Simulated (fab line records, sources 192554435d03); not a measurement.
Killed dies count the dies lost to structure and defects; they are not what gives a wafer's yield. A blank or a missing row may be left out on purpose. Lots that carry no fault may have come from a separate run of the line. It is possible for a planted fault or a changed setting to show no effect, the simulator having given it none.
A lot that was struck, set against a sound lot    flow n5 finfet    14 out of 1938 route steps
Sound: wafers L836.2, L836.3, L836.5. Struck: wafer L846.2. (L846.4 of the same lot was not struck and is left out.) The cause comes at the end.
At each step with rows: each side's tool, then ch and its chambers, then its first start. Under that, the readings that differ: sound wafers    struck wafers    difference of the means    sigmas: that difference in standard deviations of wafers without a fault.
alike: readings whose means differ by less than 2 such deviations, and words and numbers that are the same on both sides. not compared: withheld readings, readings that some wafer has no value for, bounds like >300 that may hide the same value, and numbers for which the record gives no deviation and whose values overlap.
Wherever a step has rows on one side only, a row that says differs or no value, or a row with sigmas, the two part there. When numbers do not overlap yet have no deviation, they are printed without sigmas and do not part them. A reading that every wafer of one side lacks parts them only if that side has two wafers or more.

N5_HKMG_FIN_ETCHBACK_68: etches the open film in Cl2/Ar, stops on HfO2, target depth 0.5 nm.
  sound on rie metal-02 ch 1, day 5 03:22; struck on rie metal-01 ch 1, day 7 14:30
reading                      sound        struck  difference                    sigmas
drypump motor current A (A)  6.4 6.4 6.4  5.4     -1.0                          -2
rf hours counter h (h)       - - -        74      no value on the sound wafers  
  alike: oes_ar_750_au, oes product au, throttle valve pct
then, 6 steps without rows for these wafers: N5_HKMG_FIN_STRIP_69 (strips in N2/H2, time 360 s); N5_HKMG_FIN_ALD_21 (deposits TiN, target thk 1.5 nm, pulse time 1 s, purge time 3 s); N5_HKMG_FIN_ALD_72 (deposits W, target thk 2 nm, pulse time 1 s, purge time 2 s); N5_HKMG_FIN_W_FILL_22 (material W, target thk 60 nm, time 18.2 s); N5_HKMG_FIN_PRECLEAN_83 (cleans in DIW, time 57.5 s); N5_HKMG_FIN_SRD_84 (dry time 32 s).
N5_HKMG_FIN_CMP_23: polishes, stops on SiNx, t overpolish 10 s, target thk 46.326 nm.
  sound on cmp-02 ch 1,2,3, day 5 04:35; struck on cmp-02 ch 2, day 7 15:38
  alike: motor current A, overpolish run s, slurry flow ml min, time to endpoint s
N5_HKMG_FIN_CMP_94: polishes, stops on SiNx, t overpolish 4.7 s, target thk 43.299 nm.
  sound on cmp-02 ch 1,2,3, day 5 05:01; struck on cmp-02 ch 2, day 7 16:04
  alike: motor current A, slurry flow ml min
N5_HKMG_FIN_INSPECT_28: inspects for defects (darkfield).
  sound on defect inspect-01 at day 5 05:13; struck on defect inspect-01 at day 7 16:16
  alike: raw defect count
N5_GATE_CUT_ETCHBACK_00: etches W in SF6/Cl2.
  sound on rie metal-02 ch 1, day 5 05:17; struck on rie metal-02 ch 1, day 7 16:19
reading                 sound  struck  difference                    sigmas
rf hours counter h (h)  - - -  106     no value on the sound wafers  
  alike: drypump motor current A, oes product au, throttle valve pct
N5_GATE_CUT_ETCH_56: etches TiN in Cl2/Ar, target depth 21.6 nm.
  sound on rie metal-02 ch 1, day 5 05:31; struck on rie metal-02 ch 1, day 7 16:26
reading                   sound          struck  difference                    sigmas
rf hours counter h (h)    - - -          106     no value on the sound wafers  
model.etch.depth nm (nm)  21.3 21 21.08  32.87   +11.74                        
  alike: drypump motor current A, oes_ar_750_au, oes product au, throttle valve pct
N5_GATE_CUT_ETCHBACK_30: etches TiN in Cl2/Ar, target depth 3 nm.
  sound on rie metal-02 ch 1, day 5 05:41; struck on rie metal-02 ch 1, day 7 16:31
reading                 sound  struck  difference                    sigmas
rf hours counter h (h)  - - -  106     no value on the sound wafers  
  alike: drypump motor current A, oes_ar_750_au, oes product au, throttle valve pct
-- record jumps: 8 days separate the struck wafers' starts on either side; left off in module GATE_CUT, taken up again in module PASSIVATION, whose first shown step is the route's number 1936 --
N5_PASSIVATION_PROBE_49:
  the record has rows for the struck wafers here (prober-01, day 15 17:25) and none for the sound ones

## WHERE THEY PART
At N5_HKMG_FIN_ETCHBACK_68 first; at N5_PASSIVATION_PROBE_49 last (within this record only).

WHY: what the simulator had put in
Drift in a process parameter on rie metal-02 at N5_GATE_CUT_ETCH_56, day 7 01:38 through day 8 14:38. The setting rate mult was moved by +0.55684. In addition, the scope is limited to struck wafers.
